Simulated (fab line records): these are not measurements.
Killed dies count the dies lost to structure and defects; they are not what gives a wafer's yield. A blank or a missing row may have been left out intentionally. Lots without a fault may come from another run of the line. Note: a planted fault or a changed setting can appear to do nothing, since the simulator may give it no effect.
fab line records / flow n5-finfet
[record] lots = 4 wafers = 12 last-day = 17
route steps=1938 shown BEOL_M3@947 BEOL_M4@1111 PASSIVATION@1936
lots that met no fault: from a run of the same line without faults
start-h: hours from the record's first day to the start of the lot's first wafer shown / wait-h: time in hours since the lot's previous step / " the same as in the row above / L1.1+2: a single row standing in for several wafers / - value missing, or start not given / * or withheld: withheld / < > ~ a bound
route shown NAME@n: names a module that has steps shown in the file, with the first one's number in the route / usual: mean/standard deviation of fault-free wafers / same: alike in all rows / chamber/n: place in a boat / sites: per-site readings / _std_site: standard deviation of those values / _edge_site: mean of outer sites minus mean of inner sites / radius-mm: how far each site lies from the wafer's centre / mask NAME#n: copy n / behind: the last tool/chamber to shape the wafer / hold: cause of the lot's hold/its duration in hours/its outcome / device: the n, p or np transistor that did not switch / end of line: tests of these same wafers at the route's end / a step without rows: its recipe alone / killed: the dies lost at the first sort to structure and to defects; this is not the yield of the wafer / map: dies across one wafer; x = killed, . = not, _ = none there
set.NAME: the run value of the setting; set.NAME@STEP: its run value at that earlier step / model.NAME: the simulator's own value behind a step, which no gauge read
certain route steps with their lots: each step a table, each wafer a row
services: from which hour (start-h, from the record's first day; less than 0 if before it) a tool's chamber was out of use, for how many hours, and why
[[steps]]
[step N5_BEOL_M3_DESCUM_16]
[recipe] chemistry = O2 time-s = 7 source-power-w = 50 bias-power-w = 20 pressure-mtorr = 20 rf-frequency-hz = 2.712e+07 temp-c = 40 resist = CAR-EUV o2-flow-sccm = 225
[step N5_BEOL_M3_ETCH_74]
[recipe] chemistry = N2/H2 target = underlayer target-depth-a = 65 mask-material = CAR-EUV time-s = 5.2 ion-energy-ev = 200 pressure-mtorr = 30 source-w = 840 bias-w = 150 n2-flow-sccm = 200 h2-flow-sccm = 200 ends = cleared
[step N5_BEOL_M3_ETCH_63]
[recipe] chemistry = CF4 target = SiARC target-depth-a = 156 mask-material = CAR-EUV time-s = 26 ion-energy-ev = 80 pressure-mtorr = 40 source-w = 545 bias-w = 36 Ar_flow_sccm = 100 cf4-flow-sccm = 100 ends = cleared
[step N5_BEOL_M3_ETCH_64]
[recipe] chemistry = N2/H2 target = SOC target-depth-a = 750 overetch-a = 150 mask-material = SiARC temp-c = 40 time-s = 112.5 ion-energy-ev = 200 pressure-mtorr = 30 source-w = 840 bias-w = 150 n2-flow-sccm = 200 h2-flow-sccm = 200
[step N5_BEOL_M3_STRIP_65]
[recipe] chemistry = N2/H2 temp-c = 40 n2-flow-sccm = 200 h2-flow-sccm = 200 rf-frequency-hz = 6e+07
[step N5_BEOL_M3_STRIP_75]
[recipe] chemistry = N2/H2 temp-c = 40 n2-flow-sccm = 200 h2-flow-sccm = 200 rf-frequency-hz = 6e+07
[step N5_BEOL_M3_STRIP_66]
[recipe] chemistry = CF4 resist = SiARC power-w = 300 bias-power-w = 75 pressure-mtorr = 50 cf4-flow-sccm = 150 rf-frequency-hz = 6e+07
[step N5_BEOL_M3_HM_OPEN_17]
[recipe] chemistry = Cl2/BCl3 target-depth-a = 200 overetch-a = 60 target = TiN mask-material = SOC ion-energy-ev = 150 pressure-mtorr = 10 icp-w = 1000 bias-w = 126 Cl2_flow_sccm = 53.25 bcl3-flow-sccm = 21.75 Ar_flow_sccm = 25
[step N5_BEOL_M3_STRIP_19]
[recipe] chemistry = O2 power-w = 400 temp-c = 40 pressure-mtorr = 30 rf-frequency-hz = 6e+07 bias-power-w = 0 overash-fraction = 0.2 o2-flow-sccm = 225
[step N5_BEOL_M3_COAT_67]
[recipe] resist = SOC temp-c = 250 time-s = 60 spin-rpm = 1500 resist-thk-nm = 60
[step N5_BEOL_M3_COAT_68]
[recipe] resist = SiARC temp-c = 220 time-s = 60 spin-rpm = 1500 resist-thk-nm = 12
[step N5_BEOL_M3_COAT_76]
[recipe] resist = underlayer temp-c = 205 time-s = 60 spin-rpm = 1500 resist-thk-nm = 5
[usual] spin-speed-rpm = 1500.1/0.84
lot.wafer=L612.1 tool=litho-track-02 chamber=0 start-h=143.39 wait-h=- spin-speed-rpm=1499.3
lot.wafer=L612.2 tool=litho-track-02 chamber=0 start-h=143.39 wait-h=- spin-speed-rpm=1499.6
lot.wafer=L612.5 tool=litho-track-02 chamber=0 start-h=143.39 wait-h=- spin-speed-rpm=1499.6
lot.wafer=L626.2 tool=litho-track-02 chamber=0 start-h=245.89 wait-h=- spin-speed-rpm=1550.2
lot.wafer=L626.3 tool=litho-track-02 chamber=0 start-h=245.89 wait-h=- spin-speed-rpm=1549.4
lot.wafer=L626.6 tool=litho-track-02 chamber=0 start-h=245.89 wait-h=- spin-speed-rpm=1550.8
lot.wafer=L629.3 tool=litho-track-02 chamber=0 start-h=255.38 wait-h=- spin-speed-rpm=1549.3
lot.wafer=L629.5 tool=litho-track-02 chamber=0 start-h=255.38 wait-h=- spin-speed-rpm=1548.8
lot.wafer=L629.6 tool=litho-track-02 chamber=0 start-h=255.38 wait-h=- spin-speed-rpm=1548.5
lot.wafer=L633.1 tool=litho-track-03 chamber=0 start-h=286.30 wait-h=- spin-speed-rpm=1500.5
lot.wafer=L633.3 tool=litho-track-03 chamber=0 start-h=286.30 wait-h=- spin-speed-rpm=1500.1
lot.wafer=L633.4 tool=litho-track-03 chamber=0 start-h=286.30 wait-h=- spin-speed-rpm=1499.5
[step N5_BEOL_M3_COAT_22]
[recipe] resist = CAR-EUV spin-rpm = 1500 resist-thk-nm = 30
[step N5_BEOL_M3_EBR_24]
[recipe] solvent = PGMEA ebr-width-mm = 1.5
[step N5_BEOL_M3_SOFTBAKE_23]
[recipe] temp-c = 110 time-s = 60 resist = CAR-EUV
[step N5_BEOL_M3_EXPOSE_25]
[recipe] mask-id = V2 na = 0.33 source-shape = quasar sigma-inner = 0.2 sigma-outer = 0.8 polarization = unpolarized defocus-nm = 5 dose-mj = 63
[step N5_BEOL_M3_PEB_26]
[recipe] peb-temp-c = 100 peb-time-s = 60 resist = CAR-EUV
[step N5_BEOL_M3_DEVELOP_27]
[recipe] develop-time-s = 30 developer = TMAH resist = CAR-EUV rinse-liquid = surfactant-rinse dry = air-spin dev-temp-c = 23
[step N5_BEOL_M3_DESCUM_33]
[recipe] chemistry = O2 time-s = 7 source-power-w = 50 bias-power-w = 20 pressure-mtorr = 20 rf-frequency-hz = 2.712e+07 temp-c = 40 resist = CAR-EUV o2-flow-sccm = 225
[step N5_BEOL_M3_ETCH_77]
[recipe] chemistry = N2/H2 target = underlayer target-depth-a = 65 mask-material = CAR-EUV time-s = 5.2 ion-energy-ev = 200 pressure-mtorr = 30 source-w = 840 bias-w = 150 n2-flow-sccm = 200 h2-flow-sccm = 200 ends = cleared
[usual] drypump-motor-current-A = 5.6/0.42 etch-rf-on-time-s = 5.28/0.18 oes-product-au = 0.66/0.067 rf-vpp-V = 523.6/2.4 showerhead-plenum-p-Torr = 2.53/0.071 throttle-valve-pct = 17.94/0.27
lot.wafer=L612.1 tool=rie-diel-03 chamber=1 start-h=143.83 wait-h=0.0 drypump-motor-current-A=5.4 etch-rf-on-time-s=5.36 oes-product-au=0.79 rf-hours-counter-h=7 rf-vpp-V=530.0 showerhead-plenum-p-Torr=2.70 throttle-valve-pct=17.80 model.etch.depth-nm=5.031
lot.wafer=L612.2 tool=rie-diel-03 chamber=2 start-h=143.83 wait-h=0.0 drypump-motor-current-A=5.3 etch-rf-on-time-s=5.24 oes-product-au=0.57 rf-hours-counter-h=244 rf-vpp-V=522.2 showerhead-plenum-p-Torr=2.52 throttle-valve-pct=17.98 model.etch.depth-nm=5.01
lot.wafer=L612.5 tool=rie-diel-03 chamber=2 start-h=143.83 wait-h=0.0 drypump-motor-current-A=5.3 etch-rf-on-time-s=5.21 oes-product-au=0.57 rf-hours-counter-h=- rf-vpp-V=522.3 showerhead-plenum-p-Torr=2.52 throttle-valve-pct=17.97 model.etch.depth-nm=5.023
lot.wafer=L626.2 tool=rie-diel-06 chamber=0 start-h=246.89 wait-h=0.0 drypump-motor-current-A=5.2 etch-rf-on-time-s=5.57 oes-product-au=0.66 rf-hours-counter-h=94 rf-vpp-V=520.7 showerhead-plenum-p-Torr=2.44 throttle-valve-pct=17.58 model.etch.depth-nm=4.938
lot.wafer=L626.3 tool=rie-diel-06 chamber=1 start-h=246.89 wait-h=0.0 drypump-motor-current-A=5.7 etch-rf-on-time-s=5.18 oes-product-au=0.62 rf-hours-counter-h=195 rf-vpp-V=523.4 showerhead-plenum-p-Torr=2.53 throttle-valve-pct=18.10 model.etch.depth-nm=4.931
lot.wafer=L626.6 tool=rie-diel-06 chamber=2 start-h=246.89 wait-h=0.0 drypump-motor-current-A=6.1 etch-rf-on-time-s=5.31 oes-product-au=0.57 rf-hours-counter-h=- rf-vpp-V=522.4 showerhead-plenum-p-Torr=2.50 throttle-valve-pct=17.96 model.etch.depth-nm=4.931
lot.wafer=L629.3 tool=rie-diel-03 chamber=3 start-h=255.81 wait-h=0.0 drypump-motor-current-A=6.5 etch-rf-on-time-s=4.88 oes-product-au=0.74 rf-hours-counter-h=68 rf-vpp-V=526.9 showerhead-plenum-p-Torr=2.61 throttle-valve-pct=18.40 model.etch.depth-nm=4.916
lot.wafer=L629.5 tool=rie-diel-03 chamber=1 start-h=255.81 wait-h=0.0 drypump-motor-current-A=5.4 etch-rf-on-time-s=5.38 oes-product-au=0.73 rf-hours-counter-h=- rf-vpp-V=525.5 showerhead-plenum-p-Torr=2.68 throttle-valve-pct=17.83 model.etch.depth-nm=4.901
lot.wafer=L629.6 tool=rie-diel-03 chamber=2 start-h=255.81 wait-h=0.0 drypump-motor-current-A=5.3 etch-rf-on-time-s=5.04 oes-product-au=0.76 rf-hours-counter-h=- rf-vpp-V=525.3 showerhead-plenum-p-Torr=2.51 throttle-valve-pct=17.52 model.etch.depth-nm=4.902
lot.wafer=L633.1 tool=rie-diel-06 chamber=1 start-h=286.86 wait-h=0.0 drypump-motor-current-A=5.7 etch-rf-on-time-s=5.18 oes-product-au=0.61 rf-hours-counter-h=210 rf-vpp-V=525.9 showerhead-plenum-p-Torr=2.52 throttle-valve-pct=18.12 model.etch.depth-nm=4.971
lot.wafer=L633.3 tool=rie-diel-06 chamber=0 start-h=286.86 wait-h=0.0 drypump-motor-current-A=5.2 etch-rf-on-time-s=5.51 oes-product-au=0.66 rf-hours-counter-h=108 rf-vpp-V=523.1 showerhead-plenum-p-Torr=2.44 throttle-valve-pct=17.62 model.etch.depth-nm=4.951
lot.wafer=L633.4 tool=rie-diel-06 chamber=0 start-h=286.86 wait-h=0.0 drypump-motor-current-A=5.2 etch-rf-on-time-s=5.49 oes-product-au=0.66 rf-hours-counter-h=- rf-vpp-V=524.5 showerhead-plenum-p-Torr=2.44 throttle-valve-pct=17.59 model.etch.depth-nm=4.965
[step N5_BEOL_M3_ETCH_69]
[recipe] chemistry = CF4 target = SiARC target-depth-a = 156 mask-material = CAR-EUV time-s = 26 ion-energy-ev = 80 pressure-mtorr = 40 source-w = 545 bias-w = 36 Ar_flow_sccm = 100 cf4-flow-sccm = 100 ends = cleared
[step N5_BEOL_M4_RC_MEAS_101]
[usual] DIBL_N = 36.0/2.5 DIBL_P = 36.2/3 IOFF_N = 0.16/0.044 IOFF_P = 0.21/0.049 ION_N = 671/15 ION_P = 461/8.7 SS_N = 71.5/0.72 SS_P = 73.4/0.9 VT_N = 251/4.4 VT_P = -250/4
lot.wafer=L612.1 tool=prober-01 chamber=0 start-h=180.05 wait-h=0.0 DIBL_N[mV/V]=36.4 DIBL_P[mV/V]=36.1 IOFF_N[nA/um]=0.16 IOFF_P[nA/um]=0.24 ION_N[uA/um]=668 ION_P[uA/um]=463 SS_N[mV/dec]=71.9 SS_P[mV/dec]=73.5 VT_N[mV]=251 VT_P[mV]=-245
lot.wafer=L612.2 tool=prober-01 chamber=0 start-h=180.05 wait-h=0.0 DIBL_N[mV/V]=34.6 DIBL_P[mV/V]=33.4 IOFF_N[nA/um]=0.13 IOFF_P[nA/um]=0.19 ION_N[uA/um]=667 ION_P[uA/um]=458 SS_N[mV/dec]=71.3 SS_P[mV/dec]=72.1 VT_N[mV]=254 VT_P[mV]=-247
lot.wafer=L612.5 tool=prober-01 chamber=0 start-h=180.05 wait-h=0.0 DIBL_N[mV/V]=36.0 DIBL_P[mV/V]=35.2 IOFF_N[nA/um]=0.15 IOFF_P[nA/um]=0.22 ION_N[uA/um]=665 ION_P[uA/um]=460 SS_N[mV/dec]=71.6 SS_P[mV/dec]=72.7 VT_N[mV]=250 VT_P[mV]=-245
lot.wafer=L626.2 tool=prober-01 chamber=0 start-h=276.84 wait-h=0.2 DIBL_N[mV/V]=37.9 DIBL_P[mV/V]=39.9 IOFF_N[nA/um]=0.19 IOFF_P[nA/um]=0.25 ION_N[uA/um]=694 ION_P[uA/um]=472 SS_N[mV/dec]=71.8 SS_P[mV/dec]=74.0 VT_N[mV]=245 VT_P[mV]=-248
lot.wafer=L626.3 tool=prober-01 chamber=0 start-h=276.84 wait-h=0.2 DIBL_N[mV/V]=37.0 DIBL_P[mV/V]=38.0 IOFF_N[nA/um]=0.18 IOFF_P[nA/um]=0.21 ION_N[uA/um]=679 ION_P[uA/um]=460 SS_N[mV/dec]=71.5 SS_P[mV/dec]=74.1 VT_N[mV]=246 VT_P[mV]=-252
lot.wafer=L626.6 tool=prober-01 chamber=0 start-h=276.84 wait-h=0.2 DIBL_N[mV/V]=34.7 DIBL_P[mV/V]=34.5 IOFF_N[nA/um]=0.12 IOFF_P[nA/um]=0.16 ION_N[uA/um]=667 ION_P[uA/um]=456 SS_N[mV/dec]=71.2 SS_P[mV/dec]=72.4 VT_N[mV]=253 VT_P[mV]=-253
lot.wafer=L629.3 tool=prober-02 chamber=0 start-h=301.99 wait-h=0.3 DIBL_N[mV/V]=41.1 DIBL_P[mV/V]=42.8 IOFF_N[nA/um]=0.24 IOFF_P[nA/um]=0.33 ION_N[uA/um]=691 ION_P[uA/um]=469 SS_N[mV/dec]=72.4 SS_P[mV/dec]=75.3 VT_N[mV]=242 VT_P[mV]=-244
lot.wafer=L629.5 tool=prober-02 chamber=0 start-h=301.99 wait-h=0.3 DIBL_N[mV/V]=38.0 DIBL_P[mV/V]=38.4 IOFF_N[nA/um]=0.17 IOFF_P[nA/um]=0.22 ION_N[uA/um]=679 ION_P[uA/um]=456 SS_N[mV/dec]=71.8 SS_P[mV/dec]=74.9 VT_N[mV]=250 VT_P[mV]=-254
lot.wafer=L629.6 tool=prober-02 chamber=0 start-h=301.99 wait-h=0.3 DIBL_N[mV/V]=41.0 DIBL_P[mV/V]=42.0 IOFF_N[nA/um]=0.23 IOFF_P[nA/um]=0.31 ION_N[uA/um]=688 ION_P[uA/um]=471 SS_N[mV/dec]=72.8 SS_P[mV/dec]=74.7 VT_N[mV]=244 VT_P[mV]=-246
lot.wafer=L633.1 tool=prober-01 chamber=0 start-h=309.27 wait-h=0.4 DIBL_N[mV/V]=36.4 DIBL_P[mV/V]=36.8 IOFF_N[nA/um]=0.18 IOFF_P[nA/um]=0.27 ION_N[uA/um]=693 ION_P[uA/um]=481 SS_N[mV/dec]=71.3 SS_P[mV/dec]=72.0 VT_N[mV]=243 VT_P[mV]=-242
lot.wafer=L633.3 tool=prober-01 chamber=0 start-h=309.27 wait-h=0.4 DIBL_N[mV/V]=37.4 DIBL_P[mV/V]=36.8 IOFF_N[nA/um]=0.19 IOFF_P[nA/um]=0.25 ION_N[uA/um]=678 ION_P[uA/um]=468 SS_N[mV/dec]=70.8 SS_P[mV/dec]=73.8 VT_N[mV]=246 VT_P[mV]=-246
lot.wafer=L633.4 tool=prober-01 chamber=0 start-h=309.27 wait-h=0.4 DIBL_N[mV/V]=36.1 DIBL_P[mV/V]=34.6 IOFF_N[nA/um]=0.15 IOFF_P[nA/um]=0.20 ION_N[uA/um]=666 ION_P[uA/um]=458 SS_N[mV/dec]=71.4 SS_P[mV/dec]=72.9 VT_N[mV]=250 VT_P[mV]=-251
[step N5_PASSIVATION_PROBE_49]
[usual] defect-limited-yield = 91.7/1.4 killed_at_M0_to_M3 = 31/11 killed_at_M4_up = 13/4.6 killed-at-contacts = 13/6.7 killed-at-front-end = 39/9.6 killed-at-other = 3.5/2.8 killed-dies = 98/16 killed-open = 64/11 killed-short = 33/8.5 sort_bin_4_leakage = 0.00/0.032 sort_bin_5_function = 4.9/0.96 sort_bin_6_memory = 3.1/0.59 sort-n-pass = 1080/23 sort-yield-pct = 91.5/1.9
[same] gross-dies = 1180 killed-at-back-side = 0 sort_bin_8_speed[%] = 0
lot.wafer=L612.1 tool=prober-02 chamber=- start-h=277.72 wait-h=0.0 defect-limited-yield[%]=91.6 killed_at_M0_to_M3=29 killed_at_M4_up=9 killed-at-contacts=35 killed-at-front-end=17 killed-at-other=9 killed-dies=99 killed-open=63 killed-short=35 sort_bin_4_leakage[%]=0 sort_bin_5_function[%]=4.2 sort_bin_6_memory[%]=3.8 sort-n-pass=1081 sort-yield-pct[%]=91.6
lot.wafer=L612.2 tool=prober-02 chamber=- start-h=277.77 wait-h=0.1 defect-limited-yield[%]=94.7 killed_at_M0_to_M3=9 killed_at_M4_up=6 killed-at-contacts=20 killed-at-front-end=22 killed-at-other=5 killed-dies=62 killed-open=39 killed-short=21 sort_bin_4_leakage[%]=0 sort_bin_5_function[%]=2.5 sort_bin_6_memory[%]=2.5 sort-n-pass=1118 sort-yield-pct[%]=94.7
lot.wafer=L612.5 tool=prober-02 chamber=- start-h=277.92 wait-h=0.2 defect-limited-yield[%]=90.6 killed_at_M0_to_M3=33 killed_at_M4_up=10 killed-at-contacts=28 killed-at-front-end=40 killed-at-other=0 killed-dies=111 killed-open=83 killed-short=27 sort_bin_4_leakage[%]=0 sort_bin_5_function[%]=5.3 sort_bin_6_memory[%]=3.6 sort-n-pass=1069 sort-yield-pct[%]=90.6
lot.wafer=L626.2 tool=prober-01 chamber=- start-h=377.99 wait-h=0.1 defect-limited-yield[%]=89.9 killed_at_M0_to_M3=49 killed_at_M4_up=14 killed-at-contacts=26 killed-at-front-end=27 killed-at-other=3 killed-dies=119 killed-open=79 killed-short=40 sort_bin_4_leakage[%]=0 sort_bin_5_function[%]=5.7 sort_bin_6_memory[%]=3.8 sort-n-pass=1061 sort-yield-pct[%]=89.9
lot.wafer=L626.3 tool=prober-01 chamber=- start-h=378.04 wait-h=0.1 defect-limited-yield[%]=92.5 killed_at_M0_to_M3=33 killed_at_M4_up=13 killed-at-contacts=12 killed-at-front-end=26 killed-at-other=5 killed-dies=89 killed-open=60 killed-short=29 sort_bin_4_leakage[%]=0 sort_bin_5_function[%]=5.2 sort_bin_6_memory[%]=2.2 sort-n-pass=1091 sort-yield-pct[%]=92.5
lot.wafer=L626.6 tool=prober-01 chamber=- start-h=378.19 wait-h=0.3 defect-limited-yield[%]=93.1 killed_at_M0_to_M3=19 killed_at_M4_up=10 killed-at-contacts=16 killed-at-front-end=31 killed-at-other=5 killed-dies=81 killed-open=47 killed-short=34 sort_bin_4_leakage[%]=0 sort_bin_5_function[%]=3.7 sort_bin_6_memory[%]=2.8 sort-n-pass=1099 sort-yield-pct[%]=93.1
lot.wafer=L629.3 tool=prober-01 chamber=- start-h=409.37 wait-h=0.1 defect-limited-yield[%]=89.6 killed_at_M0_to_M3=43 killed_at_M4_up=14 killed-at-contacts=12 killed-at-front-end=52 killed-at-other=2 killed-dies=123 killed-open=79 killed-short=43 sort_bin_4_leakage[%]=0 sort_bin_5_function[%]=5.9 sort_bin_6_memory[%]=4.2 sort-n-pass=1057 sort-yield-pct[%]=89.6
lot.wafer=L629.5 tool=prober-01 chamber=- start-h=409.47 wait-h=0.2 defect-limited-yield[%]=87.7 killed_at_M0_to_M3=60 killed_at_M4_up=13 killed-at-contacts=13 killed-at-front-end=56 killed-at-other=3 killed-dies=145 killed-open=83 killed-short=60 sort_bin_4_leakage[%]=0 sort_bin_5_function[%]=7.0 sort_bin_6_memory[%]=4.6 sort-n-pass=1035 sort-yield-pct[%]=87.7
lot.wafer=L629.6 tool=prober-01 chamber=- start-h=409.52 wait-h=0.3 defect-limited-yield[%]=87.6 killed_at_M0_to_M3=76 killed_at_M4_up=9 killed-at-contacts=9 killed-at-front-end=46 killed-at-other=6 killed-dies=146 killed-open=85 killed-short=61 sort_bin_4_leakage[%]=0.08 sort_bin_5_function[%]=8.0 sort_bin_6_memory[%]=3.8 sort-n-pass=1033 sort-yield-pct[%]=87.5
lot.wafer=L633.1 tool=prober-01 chamber=- start-h=414.07 wait-h=0.0 defect-limited-yield[%]=90.6 killed_at_M0_to_M3=45 killed_at_M4_up=7 killed-at-contacts=11 killed-at-front-end=44 killed-at-other=4 killed-dies=111 killed-open=66 killed-short=44 sort_bin_4_leakage[%]=0 sort_bin_5_function[%]=5.4 sort_bin_6_memory[%]=3.7 sort-n-pass=1069 sort-yield-pct[%]=90.6
lot.wafer=L633.3 tool=prober-01 chamber=- start-h=414.17 wait-h=0.1 defect-limited-yield[%]=89.4 killed_at_M0_to_M3=54 killed_at_M4_up=18 killed-at-contacts=18 killed-at-front-end=32 killed-at-other=3 killed-dies=125 killed-open=80 killed-short=44 sort_bin_4_leakage[%]=0 sort_bin_5_function[%]=6.3 sort_bin_6_memory[%]=3.9 sort-n-pass=1055 sort-yield-pct[%]=89.4
lot.wafer=L633.4 tool=prober-01 chamber=- start-h=414.22 wait-h=0.2 defect-limited-yield[%]=90.3 killed_at_M0_to_M3=48 killed_at_M4_up=5 killed-at-contacts=7 killed-at-front-end=54 killed-at-other=0 killed-dies=114 killed-open=71 killed-short=42 sort_bin_4_leakage[%]=0 sort_bin_5_function[%]=5.1 sort_bin_6_memory[%]=4.2 sort-n-pass=1066 sort-yield-pct[%]=90.3
// killed by level:class
L612.1 MOL_CONTACT_COAG:geometric-particle:open=23 MOL_CONTACT_COAG:geometric-particle:short=12 BEOL_M1:geometric-particle:open=12 STI_FIN_REVEAL:geometric-particle:open=4 BEOL_M1:geometric-particle:short=4 BEOL_M3:geometric-particle:open=4 BEOL_M4:geometric-particle:open=4 PAD_METAL:geometric-particle:short=4
L612.2 MOL_CONTACT_COAG:geometric-particle:open=17 FIN_SAQP:geometric-particle:short=8 FIN_SAQP:geometric-particle:open=4 DUMMY_GATE:geometric-particle:open=4 BEOL_M0_SAQP:geometric-particle:open=3 MOL_CONTACT_COAG:geometric-particle:short=3 PASS1_CAP:geometric-particle:short=3 BEOL_M1:geometric-particle:open=2
L612.5 MOL_CONTACT_COAG:geometric-particle:open=26 STI_FIN_REVEAL:geometric-particle:open=10 BEOL_M0_SAQP:geometric-particle:open=9 BEOL_M2:geometric-particle:open=6 FIN_SAQP:geometric-particle:open=5 BEOL_M0_SAQP:geometric-particle:short=5 BEOL_M1:geometric-particle:open=5 STI_FIN_REVEAL:geometric-particle:short=3
L626.2 MOL_CONTACT_COAG:geometric-particle:open=23 BEOL_M2:geometric-particle:open=16 BEOL_M0_SAQP:geometric-particle:short=13 BEOL_M0_SAQP:geometric-particle:open=10 FIN_SAQP:geometric-particle:short=7 FIN_SAQP:geometric-particle:open=6 DUMMY_GATE:geometric-particle:open=6 BEOL_M2:geometric-particle:short=5
L626.3 BEOL_M2:geometric-particle:open=12 MOL_CONTACT_COAG:geometric-particle:open=10 BEOL_M4:geometric-particle:open=8 FIN_SAQP:geometric-particle:short=5 BEOL_M0_SAQP:geometric-particle:open=5 BEOL_M1:geometric-particle:open=5 STI_FIN_REVEAL:geometric-particle:open=4 FIN_SAQP:geometric-particle:open=3
L626.6 MOL_CONTACT_COAG:geometric-particle:open=11 DUMMY_GATE:geometric-particle:open=6 MOL_CONTACT_COAG:geometric-particle:short=5 BEOL_M3:geometric-particle:short=5 FIN_SAQP:geometric-particle:open=4 FIN_SAQP:geometric-particle:short=4 GATE_CUT:geometric-particle:short=4 STI_FIN_REVEAL:geometric-particle:open=3
L629.3 FIN_SAQP:geometric-particle:short=16 FIN_SAQP:geometric-particle:open=12 STI_FIN_REVEAL:geometric-particle:open=10 MOL_CONTACT_COAG:geometric-particle:open=10 BEOL_M0_SAQP:geometric-particle:open=9 BEOL_M3:geometric-particle:open=9 BEOL_M1:geometric-particle:open=8 BEOL_M2:geometric-particle:open=6
L629.5 BEOL_M0_SAQP:geometric-particle:open=19 BEOL_M0_SAQP:geometric-particle:short=16 STI_FIN_REVEAL:geometric-particle:open=11 GATE_CUT:geometric-particle:short=11 FIN_SAQP:geometric-particle:short=9 FIN_SAQP:geometric-particle:open=8 MOL_CONTACT_COAG:geometric-particle:open=7 MOL_CONTACT_COAG:geometric-particle:short=6
L629.6 BEOL_M0_SAQP:geometric-particle:open=22 BEOL_M0_SAQP:geometric-particle:short=17 FIN_SAQP:geometric-particle:open=12 FIN_SAQP:geometric-particle:short=11 BEOL_M2:geometric-particle:short=10 BEOL_M3:geometric-particle:open=9 MOL_CONTACT_COAG:geometric-particle:open=7 STI_FIN_REVEAL:geometric-particle:open=6
L633.1 BEOL_M3:geometric-particle:open=16 FIN_SAQP:geometric-particle:short=15 FIN_SAQP:geometric-particle:open=10 BEOL_M0_SAQP:geometric-particle:short=10 BEOL_M0_SAQP:geometric-particle:open=8 MOL_CONTACT_COAG:geometric-particle:short=6 MOL_CONTACT_COAG:geometric-particle:open=5 STI_FIN_REVEAL:geometric-particle:open=4
L633.3 BEOL_M1:geometric-particle:open=22 MOL_CONTACT_COAG:geometric-particle:open=16 BEOL_M0_SAQP:geometric-particle:short=16 FIN_SAQP:geometric-particle:open=8 FIN_SAQP:geometric-particle:short=8 STI_FIN_REVEAL:geometric-particle:open=4 BEOL_M0_SAQP:geometric-particle:open=4 BEOL_M1:geometric-particle:short=4
L633.4 FIN_SAQP:geometric-particle:open=16 BEOL_M0_SAQP:geometric-particle:short=15 BEOL_M0_SAQP:geometric-particle:open=14 STI_FIN_REVEAL:geometric-particle:open=9 BEOL_M1:geometric-particle:open=8 FIN_SAQP:geometric-particle:short=7 BEOL_M3:geometric-particle:open=5 DUMMY_GATE:geometric-particle:open=4
[[services]]
tool=litho-track-03 chamber=- start-h=131.33 hours=- kind=consumable-replace:filter
tool=rie-diel-06 chamber=3 start-h=133.56 hours=10.2 kind=repair
tool=rie-diel-03 chamber=1 start-h=146.18 hours=2.5 kind=repair
tool=rie-diel-03 chamber=- start-h=159.37 hours=0.7 kind=repair
tool=rie-diel-03 chamber=2 start-h=161.15 hours=- kind=clean
tool=rie-diel-03 chamber=2 start-h=161.15 hours=- kind=consumable-replace:focus-ring
tool=rie-diel-03 chamber=2 start-h=161.15 hours=13.2 kind=scheduled-down
tool=rie-diel-03 chamber=2 start-h=161.15 hours=13.2 kind=vent-cycle
tool=rie-diel-03 chamber=- start-h=239.00 hours=15.6 kind=pm
tool=rie-diel-06 chamber=0 start-h=267.66 hours=4.5 kind=repair
tool=rie-diel-06 chamber=2 start-h=272.21 hours=- kind=clean
tool=rie-diel-06 chamber=2 start-h=272.21 hours=- kind=consumable-replace:focus-ring
tool=rie-diel-06 chamber=2 start-h=272.21 hours=23.9 kind=scheduled-down
tool=rie-diel-06 chamber=2 start-h=272.21 hours=23.9 kind=vent-cycle
[[key]]
[first-sign] step = N5_BEOL_M3_COAT_76 reading = spin-speed-rpm direction = up sigmas = 59 usual = * struck = *
effect none on later readings
[model-effect] step = N5_BEOL_M3_ETCH_77 value = etch.depth-nm without = 5.001 struck = 4.92
met-at N5_BEOL_M3_COAT_76
struck-wafers L626.2,L626.3,L626.6,L629.3,L629.5,L629.6
onset-between 143.39 245.89
[fault] kind = process-parameter-drift tool = litho-track-02 chamber = - onset-h = 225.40 steps = N5_BEOL_M3_COAT_76 channel = spin-rpm offset = * shape = step end-h = 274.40 acts-in = * stated = *
